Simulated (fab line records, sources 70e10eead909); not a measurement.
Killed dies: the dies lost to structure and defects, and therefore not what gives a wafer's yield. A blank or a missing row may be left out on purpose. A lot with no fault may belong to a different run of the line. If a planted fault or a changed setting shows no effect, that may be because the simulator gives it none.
Matching of chambers    flow nandHarc    4 sister chambers for NHARC_A_CONTACT_ALD_18 on aldMetal-04
The step deposits TiN, target thk 3 nm, pulse time 1 s, ald cycles 150. 8 wafers are shown with their chamber, then 9 later ones without.

WAFERS PAIRED WITH THEIR CHAMBERS
wafer   chamber  heaterPowerW (W)  precursorPulseHeightRel
L086.1  1        1262              1.003
L086.3  2        1094              0.956
L088.1  0        1265              1.009
L088.2  2        1070              1.025
L088.4  3        1133              0.971
L089.2  1        1244              1.002
L089.3  3        1105              0.985
L089.5  0        1270              0.988

WAFERS WITHOUT THEIR CHAMBER
wafer   heaterPowerW (W)  precursorPulseHeightRel
L091.2  1313              1.011
L091.4  1248              0.980
L091.5  1059              1.038
L094.1  1266              1.002
L094.3  1228              0.994
L094.5  1118              0.998
L096.3  1244              0.991
L096.4  1323              0.950
L096.6  1245              0.989

THE CHAMBER EACH PASSED THROUGH
wafer   from the rows above      in truth
L091.2  can't be placed: 0 or 1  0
L091.4  can't be placed: 1 or 0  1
L091.5  2                        2
L094.1  can't be placed: 0 or 1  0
L094.3  can't be placed: 1 or 0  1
L094.5  can't be placed: 3 or 2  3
L096.3  can't be placed: 1 or 0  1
L096.4  can't be placed: 0 or 1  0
L096.6  can't be placed: 1 or 0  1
Correctly placed: 1 of 9. Not placeable from these rows: 8 (in 8, the candidates include the true chamber). 0 placed wrongly.
How it was worked out, from the rows above alone: a wafer's distance from a chamber is the root of the sum, over the readings, of the square of ((its reading less the chamber's mean) divided by the reading's scatter). If the next closest chamber is less than 2 further off than the closest, the wafer can't be placed; otherwise it belongs to the closest. A chamber's mean is the mean of its shown wafers. How the scatter is found: for the shown wafers, subtract from each reading the mean of its chamber, square and add these, divide the total by (wafers less chambers), then take the root.
